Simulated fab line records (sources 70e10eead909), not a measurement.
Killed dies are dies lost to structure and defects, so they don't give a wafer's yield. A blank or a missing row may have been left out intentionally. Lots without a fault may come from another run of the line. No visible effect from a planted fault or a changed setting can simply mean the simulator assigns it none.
Problem report, 8D (eight disciplines) form, completed by code :: flow nand harc :: the parts of the form that need people (team, actions taken, sign-off) are left out

== 1. THE ISSUE ==
At NHARC_A_SLIT_SOFTBAKE_04, heater power total W averages 195.74 W over 4 wafers from 3 lots, while fault-free wafers read 188.46 W, standard deviation 0.14. Relative to the usual mean, that is a shift of +52 standard deviations.
The step: time 55 s.
First seen on wafer L771.5, day 24 08:00, on litho track-04. Wafers with a number at this step in the record: 37, from 13 lots. The rule behind "out" and "out of limits": a value lying over 4 standard deviations away from the usual mean. The rest of the wafers with a number are treated as sound.

== 2. WHAT IT IS; WHAT IT IS NOT ==
question: which readings at this step
is: heater power total W
is not: -

question: which lots
is: L770, L771, L774
is not: L760, L761, L763, L765, L766, L767, L779, L780, L781, L782

question: which wafers of those lots
is: L770.6, L771.5, L771.6, L774.5
is not: L770.2, L771.1, L774.4

question: read on which tools
is: litho track-04
is not: litho track-01, litho track-06

question: when
is: from day 24 08:00
is not: up to then (19 sound wafers); but 14 sound wafers of L770, L774, L779, L780, L781, L782 came after

== 3. THE SUSPECTS, EACH WITH WHAT RULES IT OUT ==
Counting: a tool at a process step up to the reading stays a suspect if it ran every lot that is out. Sound lots after the first of them don't rule it out here, since some wafers of a struck lot are sound.
- litho track-04 at NHARC_A_SLIT_SOFTBAKE_04 (time 55 s): kept. Every lot that is out went through it, the first being L771 (day 24 08:00); the last sound lot it ran before that was L767 (day 23 09:00). Its own heater power total W readings are out on those wafers.
Left after counting: litho track-04 at NHARC_A_SLIT_SOFTBAKE_04.

== 4. THE CAUSE (what the simulator had put in) ==
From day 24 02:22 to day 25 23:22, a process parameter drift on litho track-04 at NHARC_A_SLIT_SOFTBAKE_04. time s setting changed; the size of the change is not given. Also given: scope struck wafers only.
The count eliminated every tool but this one.

== 5. THE EFFECT CHAIN, in route order ==
Each row: a reading whose mean over the struck wafers that have a number lies more than 3 standard deviations from the usual. Only readings whose record carries a usual standard deviation are examined. hours: median over the lots of the time between each lot's start at the first step of this table that gives one and its start at this step. sigmas: the change, counted in usual standard deviations.
hours: 0
step: NHARC_A_SLIT_SOFTBAKE_04
reading: heater power total W
usual: 188.46 W
on struck wafers: 195.74
change: +7.28
sigmas: +52
Here are the process steps it includes:
- NHARC_A_SLIT_SOFTBAKE_04: time 55 s.
At these later measuring or inspecting steps, every struck wafer for which the step has a row has a number for every such reading, and none has moved that far: NHARC_END_SORT_01.

== 6. HOW IT WOULD HAVE BEEN CAUGHT EARLIER ==
In this record no reading fell out of limits until day 24 08:00, 6 hours after the fault had begun at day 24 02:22.
